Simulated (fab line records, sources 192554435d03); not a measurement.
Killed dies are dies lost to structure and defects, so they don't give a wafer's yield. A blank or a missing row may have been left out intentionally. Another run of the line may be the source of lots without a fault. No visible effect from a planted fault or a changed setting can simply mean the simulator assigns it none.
Chamber matching / flow n5 finfet / N5_HKMG_FIN_DESCUM_17 on rie diel-01: 4 sister chambers
The step chemistry O2, time 7.9 s. 18 wafers are shown with their chamber, then 9 later ones without.

WAFERS WITH THEIR CHAMBER
wafer=L077.2; chamber=2; throttle valve pct (%)=20.06; drypump motor current A (A)=5.5; showerhead plenum p Torr (Torr)=2.08
wafer=L077.3; chamber=0; throttle valve pct (%)=20.23; drypump motor current A (A)=6.2; showerhead plenum p Torr (Torr)=2.21
wafer=L077.6; chamber=1; throttle valve pct (%)=20.84; drypump motor current A (A)=5.9; showerhead plenum p Torr (Torr)=2.09
wafer=L081.1; chamber=1; throttle valve pct (%)=20.86; drypump motor current A (A)=5.9; showerhead plenum p Torr (Torr)=2.09
wafer=L081.2; chamber=2; throttle valve pct (%)=20.08; drypump motor current A (A)=5.6; showerhead plenum p Torr (Torr)=2.08
wafer=L081.6; chamber=1; throttle valve pct (%)=20.86; drypump motor current A (A)=5.9; showerhead plenum p Torr (Torr)=2.09
wafer=L087.1; chamber=3; throttle valve pct (%)=20.19; drypump motor current A (A)=6.4; showerhead plenum p Torr (Torr)=2.10
wafer=L087.2; chamber=1; throttle valve pct (%)=20.88; drypump motor current A (A)=6.0; showerhead plenum p Torr (Torr)=2.09
wafer=L087.6; chamber=0; throttle valve pct (%)=20.26; drypump motor current A (A)=6.2; showerhead plenum p Torr (Torr)=2.21
wafer=L090.2; chamber=0; throttle valve pct (%)=20.26; drypump motor current A (A)=6.2; showerhead plenum p Torr (Torr)=2.20
wafer=L090.3; chamber=3; throttle valve pct (%)=20.19; drypump motor current A (A)=6.4; showerhead plenum p Torr (Torr)=2.10
wafer=L090.6; chamber=3; throttle valve pct (%)=20.21; drypump motor current A (A)=6.4; showerhead plenum p Torr (Torr)=2.10
wafer=L092.3; chamber=0; throttle valve pct (%)=20.26; drypump motor current A (A)=6.2; showerhead plenum p Torr (Torr)=2.20
wafer=L092.5; chamber=0; throttle valve pct (%)=20.29; drypump motor current A (A)=6.2; showerhead plenum p Torr (Torr)=2.20
wafer=L092.6; chamber=3; throttle valve pct (%)=20.19; drypump motor current A (A)=6.4; showerhead plenum p Torr (Torr)=2.10
wafer=L094.1; chamber=2; throttle valve pct (%)=20.12; drypump motor current A (A)=5.5; showerhead plenum p Torr (Torr)=2.07
wafer=L094.3; chamber=1; throttle valve pct (%)=20.89; drypump motor current A (A)=5.9; showerhead plenum p Torr (Torr)=2.08
wafer=L094.4; chamber=3; throttle valve pct (%)=20.22; drypump motor current A (A)=6.4; showerhead plenum p Torr (Torr)=2.09

SIGNATURES (averages over the wafers above)
reading=throttle valve pct; chamber 0=20.2600; chamber 1=20.8660; chamber 2=20.0867; chamber 3=20.2000; scatter within a chamber=0.0207
reading=drypump motor current A; chamber 0=6.200; chamber 1=5.920; chamber 2=5.533; chamber 3=6.400; scatter within a chamber=0.0324
reading=showerhead plenum p Torr; chamber 0=2.2040; chamber 1=2.0880; chamber 2=2.0767; chamber 3=2.0980; scatter within a chamber=0.00498
Rule: a wafer's distance from a chamber is the root of the sum, over the readings, of the square of ((its reading less the chamber's mean) divided by the reading's scatter). If the next closest chamber is less than 2 further off than the closest, the wafer can't be placed; otherwise it belongs to the closest. The scatter: the root of (the sum of the squares of (reading less its chamber's mean) over the shown wafers, divided by (wafers less chambers)).

WAFERS WHOSE CHAMBER IS MISSING
wafer=L095.1; throttle valve pct (%)=20.28; drypump motor current A (A)=6.2; showerhead plenum p Torr (Torr)=2.20
wafer=L095.3; throttle valve pct (%)=20.23; drypump motor current A (A)=6.4; showerhead plenum p Torr (Torr)=2.09
wafer=L095.6; throttle valve pct (%)=20.90; drypump motor current A (A)=5.9; showerhead plenum p Torr (Torr)=2.08
wafer=L096.1; throttle valve pct (%)=20.14; drypump motor current A (A)=5.5; showerhead plenum p Torr (Torr)=2.07
wafer=L096.5; throttle valve pct (%)=20.90; drypump motor current A (A)=5.9; showerhead plenum p Torr (Torr)=2.08
wafer=L096.6; throttle valve pct (%)=20.27; drypump motor current A (A)=6.2; showerhead plenum p Torr (Torr)=2.20
wafer=L097.2; throttle valve pct (%)=20.24; drypump motor current A (A)=6.4; showerhead plenum p Torr (Torr)=2.09
wafer=L097.3; throttle valve pct (%)=20.91; drypump motor current A (A)=6.0; showerhead plenum p Torr (Torr)=2.08
wafer=L097.6; throttle valve pct (%)=20.29; drypump motor current A (A)=6.2; showerhead plenum p Torr (Torr)=2.20

WHICH CHAMBER EACH ONE RAN IN
wafer=L095.1; from the rows above=0; in truth=0
wafer=L095.3; from the rows above=3; in truth=3
wafer=L095.6; from the rows above=1; in truth=1
wafer=L096.1; from the rows above=2; in truth=2
wafer=L096.5; from the rows above=1; in truth=1
wafer=L096.6; from the rows above=0; in truth=0
wafer=L097.2; from the rows above=3; in truth=3
wafer=L097.3; from the rows above=1; in truth=1
wafer=L097.6; from the rows above=0; in truth=0
Placed correctly: 9 of 9. Not placeable from these rows: 0. Placed wrongly: 0.
